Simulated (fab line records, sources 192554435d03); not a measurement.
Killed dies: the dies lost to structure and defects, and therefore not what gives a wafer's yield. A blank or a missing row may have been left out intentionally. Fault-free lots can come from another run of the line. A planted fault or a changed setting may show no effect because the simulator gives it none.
The tool behind it: which one? || flow n5-finfet || 10 lots with 28 wafers sampled at 5 steps, on a route of 1938 steps

WHAT THE GAUGES READ, wafer by wafer
N5_MOL_CONTACT_COAG_CD_MEAS_84: target cd 25.1 nm. Usual: cd-nm reads 25.18 nm (standard deviation 0.23).
{"lot": "L632", "measured": "day 6 04:02", "on": "cd-sem-02", "cd-nm (nm)": "24.86 24.86 25.41", "flag": ""}
{"lot": "L629", "measured": "day 6 10:15", "on": "cd-sem-02", "cd-nm (nm)": "25.17 24.95 25.49", "flag": ""}
{"lot": "L634", "measured": "day 6 10:44", "on": "cd-sem-02", "cd-nm (nm)": "25.50 24.74 25.61", "flag": ""}
{"lot": "L636", "measured": "day 6 17:05", "on": "cd-sem-01", "cd-nm (nm)": "25.18 25.21 25.29", "flag": ""}
{"lot": "L637", "measured": "day 7 02:22", "on": "cd-sem-02", "cd-nm (nm)": "25.27 25.06 25.18", "flag": ""}
{"lot": "L642", "measured": "day 8 16:12", "on": "cd-sem-03", "cd-nm (nm)": "25.21 25.26", "flag": ""}
{"lot": "L649", "measured": "day 10 03:28", "on": "cd-sem-01", "cd-nm (nm)": "24.92 25.28", "flag": ""}
{"lot": "L650", "measured": "day 10 12:23", "on": "cd-sem-01", "cd-nm (nm)": "25.09 25.18 25.06", "flag": ""}
{"lot": "L651", "measured": "day 10 20:34", "on": "cd-sem-02", "cd-nm (nm)": "25.22 25.52 25.53", "flag": ""}
{"lot": "L652", "measured": "day 11 03:00", "on": "cd-sem-01", "cd-nm (nm)": "25.17 25.34 25.35", "flag": ""}

N5_BEOL_M4_RC_MEAS_101. Usual: DIBL_N 37.1 mV/V, standard deviation 1.8; DIBL_P 37.2 mV/V, standard deviation 2.1; IOFF_N 0.17 nA/um, standard deviation 0.033; IOFF_P 0.22 nA/um, standard deviation 0.037; ION_N 680 uA/um, standard deviation 11; ION_P 464 uA/um, standard deviation 7.7; SS_N 71.7 mV/dec, standard deviation 0.63; SS_P 73.6 mV/dec, standard deviation 0.67; VT_N 248.9 mV, standard deviation 2.9; VT_P -251 mV, standard deviation 3.6.
{"lot": "L632", "measured": "day 8 22:56", "on": "prober-02", "DIBL_N (mV/V)": "38.7 35.8 34.1", "DIBL_P (mV/V)": "40.6 36.7 33.8", "IOFF_N (nA/um)": "0.22 0.14 0.12", "IOFF_P (nA/um)": "0.26 0.18 0.15", "ION_N (uA/um)": "701 676 667", "ION_P (uA/um)": "473 455 454", "SS_N (mV/dec)": "72.0 71.4 71.0", "SS_P (mV/dec)": "74.6 73.2 72.5", "VT_N (mV)": "242.9 251.4 251.3", "VT_P (mV)": "-248 -256 -256", "flag": ""}
{"lot": "L629", "measured": "day 9 21:03", "on": "prober-02", "DIBL_N (mV/V)": "37.9 38.6 38.9", "DIBL_P (mV/V)": "37.9 38.6 40.7", "IOFF_N (nA/um)": "0.17 0.19 0.21", "IOFF_P (nA/um)": "0.20 0.22 0.26", "ION_N (uA/um)": "671 677 713", "ION_P (uA/um)": "454 459 480", "SS_N (mV/dec)": "72.0 72.0 71.7", "SS_P (mV/dec)": "73.3 73.4 73.4", "VT_N (mV)": "250.8 247.7 244.9", "VT_P (mV)": "-250 -249 -249", "flag": ""}
{"lot": "L634", "measured": "day 10 00:26", "on": "prober-02", "DIBL_N (mV/V)": "37.3 39.4 37.5", "DIBL_P (mV/V)": "37.8 38.5 36.9", "IOFF_N (nA/um)": "0.18 0.21 0.18", "IOFF_P (nA/um)": "0.23 0.24 0.22", "ION_N (uA/um)": "690 693 689", "ION_P (uA/um)": "467 462 468", "SS_N (mV/dec)": "71.9 72.3 71.6", "SS_P (mV/dec)": "74.0 74.5 73.8", "VT_N (mV)": "246.8 245.6 246.4", "VT_P (mV)": "-249 -248 -249", "flag": ""}
{"lot": "L636", "measured": "day 10 00:10", "on": "prober-01", "DIBL_N (mV/V)": "38.2 38.0 37.1", "DIBL_P (mV/V)": "39.4 37.8 36.8", "IOFF_N (nA/um)": "0.22 0.20 0.18", "IOFF_P (nA/um)": "0.31 0.29 0.26", "ION_N (uA/um)": "697 686 680", "ION_P (uA/um)": "481 479 466", "SS_N (mV/dec)": "72.4 72.1 72.2", "SS_P (mV/dec)": "74.2 73.6 73.5", "VT_N (mV)": "245.5 245.1 246.5", "VT_P (mV)": "-244 -243 -247", "flag": ""}
{"lot": "L637", "measured": "day 10 03:49", "on": "prober-01", "DIBL_N (mV/V)": "37.7 37.6 34.5", "DIBL_P (mV/V)": "37.9 37.6 35.4", "IOFF_N (nA/um)": "0.15 0.16 0.11", "IOFF_P (nA/um)": "0.19 0.18 0.15", "ION_N (uA/um)": "665 673 655", "ION_P (uA/um)": "458 454 452", "SS_N (mV/dec)": "71.3 71.9 70.6", "SS_P (mV/dec)": "74.0 72.9 73.1", "VT_N (mV)": "251.8 252.4 255.9", "VT_P (mV)": "-255 -257 -258", "flag": ""}
{"lot": "L642", "measured": "day 12 20:24", "on": "prober-02", "DIBL_N (mV/V)": 35.5, "DIBL_P (mV/V)": 35.3, "IOFF_N (nA/um)": 0.12, "IOFF_P (nA/um)": 0.19, "ION_N (uA/um)": 671, "ION_P (uA/um)": 467, "SS_N (mV/dec)": 70.7, "SS_P (mV/dec)": 73.8, "VT_N (mV)": 252.9, "VT_P (mV)": -252, "flag": ""}
{"lot": "L649", "measured": "day 14 02:26", "on": "prober-02", "DIBL_N (mV/V)": 37.6, "DIBL_P (mV/V)": 37.0, "IOFF_N (nA/um)": 0.17, "IOFF_P (nA/um)": 0.22, "ION_N (uA/um)": 674, "ION_P (uA/um)": 468, "SS_N (mV/dec)": 72.0, "SS_P (mV/dec)": 73.2, "VT_N (mV)": 251.1, "VT_P (mV)": -249, "flag": ""}
{"lot": "L650", "measured": "day 14 06:01", "on": "prober-01", "DIBL_N (mV/V)": "38.4 37.4 37.3", "DIBL_P (mV/V)": "37.9 36.2 35.7", "IOFF_N (nA/um)": "0.20 0.18 0.17", "IOFF_P (nA/um)": "0.24 0.22 0.21", "ION_N (uA/um)": "695 678 666", "ION_P (uA/um)": "469 461 461", "SS_N (mV/dec)": "72.2 72.0 71.5", "SS_P (mV/dec)": "74.3 73.4 73.1", "VT_N (mV)": "243.4 247.8 249.1", "VT_P (mV)": "-249 -251 -252", "flag": ""}
{"lot": "L651", "measured": "day 14 10:52", "on": "prober-02", "DIBL_N (mV/V)": "39.5 40.7 37.4", "DIBL_P (mV/V)": "39.0 38.9 35.8", "IOFF_N (nA/um)": "0.18 0.21 0.16", "IOFF_P (nA/um)": "0.24 0.24 0.20", "ION_N (uA/um)": "664 678 680", "ION_P (uA/um)": "463 461 461", "SS_N (mV/dec)": "71.9 73.2 71.3", "SS_P (mV/dec)": "73.9 74.5 73.8", "VT_N (mV)": "249.3 247.9 250.8", "VT_P (mV)": "-248 -247 -250", "flag": ""}
{"lot": "L652", "measured": "day 14 13:47", "on": "prober-02", "DIBL_N (mV/V)": "40.8 35.2 37.1", "DIBL_P (mV/V)": "40.8 34.0 36.9", "IOFF_N (nA/um)": "0.27 0.13 0.18", "IOFF_P (nA/um)": "0.34 0.20 0.25", "ION_N (uA/um)": "703 677 679", "ION_P (uA/um)": "477 463 467", "SS_N (mV/dec)": "73.1 72.0 71.7", "SS_P (mV/dec)": "74.0 72.0 73.6", "VT_N (mV)": "242.1 251.3 248.0", "VT_P (mV)": "-241 -248 -244", "flag": ""}

TOOL THAT RAN EACH LOT (tool first, then ch and the chambers of the sampled wafers, then the start)
{"lot": "L632", "N5_MOL_CONTACT_COAG_ALD_123": "ald-sin-01 ch 0,1,2, day 6 03:05", "N5_MOL_CONTACT_COAG_ETCH_90": "rie-diel-05 ch 0,1,2, day 6 04:13", "N5_MOL_CONTACT_COAG_ALD_131": "ald-sin-01 ch 0,1,3, day 6 04:18"}
{"lot": "L629", "N5_MOL_CONTACT_COAG_ALD_123": "ald-sin-03 ch 0,1, day 6 09:25", "N5_MOL_CONTACT_COAG_ETCH_90": "rie-diel-05 ch 2,3, day 6 10:44", "N5_MOL_CONTACT_COAG_ALD_131": "ald-sin-01 ch 0,1,2, day 6 10:49"}
{"lot": "L634", "N5_MOL_CONTACT_COAG_ALD_123": "ald-sin-03 ch 2,3, day 6 09:53", "N5_MOL_CONTACT_COAG_ETCH_90": "rie-diel-03 ch 2,3, day 6 10:57", "N5_MOL_CONTACT_COAG_ALD_131": "ald-sin-03 ch 0,1,3, day 6 11:02"}
{"lot": "L636", "N5_MOL_CONTACT_COAG_ALD_123": "ald-sin-03 ch 0,2, day 6 16:04", "N5_MOL_CONTACT_COAG_ETCH_90": "rie-diel-03 ch 2,3, day 6 17:29", "N5_MOL_CONTACT_COAG_ALD_131": "ald-sin-03 ch 0,1,3, day 6 17:35"}
{"lot": "L637", "N5_MOL_CONTACT_COAG_ALD_123": "ald-sin-03 ch 0,1,2, day 7 01:23", "N5_MOL_CONTACT_COAG_ETCH_90": "rie-diel-03 ch 0,3, day 7 02:41", "N5_MOL_CONTACT_COAG_ALD_131": "ald-sin-03 ch 0,1,3, day 7 02:46"}
{"lot": "L642", "N5_MOL_CONTACT_COAG_ALD_123": "ald-sin-03 ch 3, day 8 15:22", "N5_MOL_CONTACT_COAG_ETCH_90": "rie-diel-03 ch 1,2, day 8 16:23", "N5_MOL_CONTACT_COAG_ALD_131": "ald-sin-03 ch 0,2, day 8 16:28"}
{"lot": "L649", "N5_MOL_CONTACT_COAG_ALD_123": "ald-sin-03 ch 0, day 10 02:38", "N5_MOL_CONTACT_COAG_ETCH_90": "rie-diel-01 ch 0,1, day 10 03:39", "N5_MOL_CONTACT_COAG_ALD_131": "ald-sin-03 ch 1,3, day 10 03:44"}
{"lot": "L650", "N5_MOL_CONTACT_COAG_ALD_123": "ald-sin-03 ch 0,1,3, day 10 11:25", "N5_MOL_CONTACT_COAG_ETCH_90": "rie-diel-05 ch 0,1,2, day 10 12:34", "N5_MOL_CONTACT_COAG_ALD_131": "ald-sin-01 ch 0,2,3, day 10 12:38"}
{"lot": "L651", "N5_MOL_CONTACT_COAG_ALD_123": "ald-sin-03 ch 1,2,3, day 10 19:41", "N5_MOL_CONTACT_COAG_ETCH_90": "rie-diel-01 ch 0,2,3, day 10 20:46", "N5_MOL_CONTACT_COAG_ALD_131": "ald-sin-01 ch 0,2,3, day 10 20:56"}
{"lot": "L652", "N5_MOL_CONTACT_COAG_ALD_123": "ald-sin-02 ch 1,3, day 11 02:09", "N5_MOL_CONTACT_COAG_ETCH_90": "rie-diel-05 ch 0,2,3, day 11 03:10", "N5_MOL_CONTACT_COAG_ALD_131": "ald-sin-01 ch 1,3, day 11 03:15"}
- N5_MOL_CONTACT_COAG_ALD_123: deposits SiNx, target thk 5 nm, pulse time 1 s, purge time 2 s.
- N5_MOL_CONTACT_COAG_ETCH_90: etches SiARC in CF4, target depth 13 nm, time 21.7 s.
- N5_MOL_CONTACT_COAG_ALD_131: deposits SiO2, target thk 5 nm, pulse time 1 s, co reactant pulse time 1 s.

WHAT THE TOOLS THEMSELVES READ (means of the sampled wafers that have a number; where no wafer has one, the mark that the record gives instead)
N5_MOL_CONTACT_COAG_ALD_123. Usual: heater-power-w 816 W, standard deviation 63; precursor-pulse-height-rel 0.998, standard deviation 0.019.
{"lot": "L632", "tool": "ald-sin-01", "heater-power-w (W)": 825, "precursor-pulse-height-rel": 1.015, "flag": ""}
{"lot": "L629", "tool": "ald-sin-03", "heater-power-w (W)": 821, "precursor-pulse-height-rel": 0.999, "flag": ""}
{"lot": "L634", "tool": "ald-sin-03", "heater-power-w (W)": 793, "precursor-pulse-height-rel": 0.994, "flag": ""}
{"lot": "L636", "tool": "ald-sin-03", "heater-power-w (W)": 759, "precursor-pulse-height-rel": 1.015, "flag": ""}
{"lot": "L637", "tool": "ald-sin-03", "heater-power-w (W)": 784, "precursor-pulse-height-rel": 1.005, "flag": ""}
{"lot": "L642", "tool": "ald-sin-03", "heater-power-w (W)": 859, "precursor-pulse-height-rel": 1.024, "flag": ""}
{"lot": "L649", "tool": "ald-sin-03", "heater-power-w (W)": 826, "precursor-pulse-height-rel": 1.027, "flag": ""}
{"lot": "L650", "tool": "ald-sin-03", "heater-power-w (W)": 840, "precursor-pulse-height-rel": 1.018, "flag": ""}
{"lot": "L651", "tool": "ald-sin-03", "heater-power-w (W)": 792, "precursor-pulse-height-rel": 0.997, "flag": ""}
{"lot": "L652", "tool": "ald-sin-02", "heater-power-w (W)": 854, "precursor-pulse-height-rel": 0.981, "flag": ""}

N5_MOL_CONTACT_COAG_ETCH_90. Usual: value, then standard deviation, for each; drypump-motor-current-A 5.5 A / 0.52; etch-rf-on-time-s 21.6 s / 0.59; mfc-ar-sccm 99.9 sccm / 0.32; oes-product-au 0.68 a.u. / 0.053; rf-vpp-V 184.6 V / 1.1; showerhead-plenum-p-Torr 2.17 Torr / 0.069; throttle-valve-pct 15.67 % / 0.19.
{"lot": "L632", "tool": "rie-diel-05", "drypump-motor-current-A (A)": 5.8, "etch-rf-on-time-s (s)": 21.3, "mfc-ar-sccm (sccm)": 100.5, "oes-product-au (a.u.)": 0.75, "rf-vpp-V (V)": 185.2, "showerhead-plenum-p-Torr (Torr)": 2.14, "throttle-valve-pct (%)": 15.57, "flag": ""}
{"lot": "L629", "tool": "rie-diel-05", "drypump-motor-current-A (A)": 4.9, "etch-rf-on-time-s (s)": 21.6, "mfc-ar-sccm (sccm)": 99.8, "oes-product-au (a.u.)": 0.75, "rf-vpp-V (V)": 185.4, "showerhead-plenum-p-Torr (Torr)": 2.28, "throttle-valve-pct (%)": 15.62, "flag": ""}
{"lot": "L634", "tool": "rie-diel-03", "drypump-motor-current-A (A)": 5.7, "etch-rf-on-time-s (s)": 21.9, "mfc-ar-sccm (sccm)": 100.1, "oes-product-au (a.u.)": 0.65, "rf-vpp-V (V)": 184.5, "showerhead-plenum-p-Torr (Torr)": 2.13, "throttle-valve-pct (%)": 15.92, "flag": ""}
{"lot": "L636", "tool": "rie-diel-03", "drypump-motor-current-A (A)": 6.0, "etch-rf-on-time-s (s)": 21.5, "mfc-ar-sccm (sccm)": 99.7, "oes-product-au (a.u.)": 0.62, "rf-vpp-V (V)": 183.2, "showerhead-plenum-p-Torr (Torr)": 2.09, "throttle-valve-pct (%)": 15.96, "flag": ""}
{"lot": "L637", "tool": "rie-diel-03", "drypump-motor-current-A (A)": 5.9, "etch-rf-on-time-s (s)": 21.4, "mfc-ar-sccm (sccm)": 100.0, "oes-product-au (a.u.)": 0.63, "rf-vpp-V (V)": 183.5, "showerhead-plenum-p-Torr (Torr)": 2.17, "throttle-valve-pct (%)": 15.71, "flag": ""}
{"lot": "L642", "tool": "rie-diel-03", "drypump-motor-current-A (A)": 5.2, "etch-rf-on-time-s (s)": 21.9, "mfc-ar-sccm (sccm)": 99.9, "oes-product-au (a.u.)": 0.67, "rf-vpp-V (V)": 185.7, "showerhead-plenum-p-Torr (Torr)": 2.16, "throttle-valve-pct (%)": 15.76, "flag": ""}
{"lot": "L649", "tool": "rie-diel-01", "drypump-motor-current-A (A)": 5.8, "etch-rf-on-time-s (s)": 22.0, "mfc-ar-sccm (sccm)": 99.8, "oes-product-au (a.u.)": 0.69, "rf-vpp-V (V)": 184.0, "showerhead-plenum-p-Torr (Torr)": 2.16, "throttle-valve-pct (%)": 15.46, "flag": ""}
{"lot": "L650", "tool": "rie-diel-05", "drypump-motor-current-A (A)": 5.8, "etch-rf-on-time-s (s)": 21.1, "mfc-ar-sccm (sccm)": 100.1, "oes-product-au (a.u.)": 0.72, "rf-vpp-V (V)": 184.2, "showerhead-plenum-p-Torr (Torr)": 2.13, "throttle-valve-pct (%)": 15.62, "flag": ""}
{"lot": "L651", "tool": "rie-diel-01", "drypump-motor-current-A (A)": 5.6, "etch-rf-on-time-s (s)": 21.8, "mfc-ar-sccm (sccm)": 99.9, "oes-product-au (a.u.)": 0.62, "rf-vpp-V (V)": 184.7, "showerhead-plenum-p-Torr (Torr)": 2.19, "throttle-valve-pct (%)": 15.71, "flag": ""}
{"lot": "L652", "tool": "rie-diel-05", "drypump-motor-current-A (A)": 5.5, "etch-rf-on-time-s (s)": 21.8, "mfc-ar-sccm (sccm)": 100.0, "oes-product-au (a.u.)": 0.70, "rf-vpp-V (V)": 185.2, "showerhead-plenum-p-Torr (Torr)": 2.20, "throttle-valve-pct (%)": 15.71, "flag": ""}

N5_MOL_CONTACT_COAG_ALD_131. Usual: heater-power-w 77 W, standard deviation 6.4; precursor-pulse-height-rel 0.999, standard deviation 0.021.
{"lot": "L632", "tool": "ald-sin-01", "heater-power-w (W)": 79, "precursor-pulse-height-rel": 0.995, "flag": ""}
{"lot": "L629", "tool": "ald-sin-01", "heater-power-w (W)": 77, "precursor-pulse-height-rel": 0.993, "flag": ""}
{"lot": "L634", "tool": "ald-sin-03", "heater-power-w (W)": 77, "precursor-pulse-height-rel": 1.000, "flag": ""}
{"lot": "L636", "tool": "ald-sin-03", "heater-power-w (W)": 76, "precursor-pulse-height-rel": 0.989, "flag": ""}
{"lot": "L637", "tool": "ald-sin-03", "heater-power-w (W)": 76, "precursor-pulse-height-rel": 0.988, "flag": ""}
{"lot": "L642", "tool": "ald-sin-03", "heater-power-w (W)": 73, "precursor-pulse-height-rel": 0.987, "flag": ""}
{"lot": "L649", "tool": "ald-sin-03", "heater-power-w (W)": 78, "precursor-pulse-height-rel": 1.021, "flag": ""}
{"lot": "L650", "tool": "ald-sin-01", "heater-power-w (W)": 71, "precursor-pulse-height-rel": 0.993, "flag": ""}
{"lot": "L651", "tool": "ald-sin-01", "heater-power-w (W)": 70, "precursor-pulse-height-rel": 0.998, "flag": ""}
{"lot": "L652", "tool": "ald-sin-01", "heater-power-w (W)": 78, "precursor-pulse-height-rel": 1.003, "flag": ""}

THE ANSWER, worked out from the rows above alone
Rule: a lot is off if the mean of its wafers that have a number lies more than 3 standard deviations from the usual mean. Also off: a lot with no number at a reading for which 4 or more lots have one. Any other lot the step has rows for is counted as sound. Order of review: gauges by route order, followed by the tools' own readings, for which a lot's mean as printed above is used. At the first step where some lot is off, the reading lying furthest off is the one used; lots without a number count as furthest.
Across all readings shown, no lot is off: no conclusion can be drawn from this.

WHAT THE SIMULATOR HAD PUT IN
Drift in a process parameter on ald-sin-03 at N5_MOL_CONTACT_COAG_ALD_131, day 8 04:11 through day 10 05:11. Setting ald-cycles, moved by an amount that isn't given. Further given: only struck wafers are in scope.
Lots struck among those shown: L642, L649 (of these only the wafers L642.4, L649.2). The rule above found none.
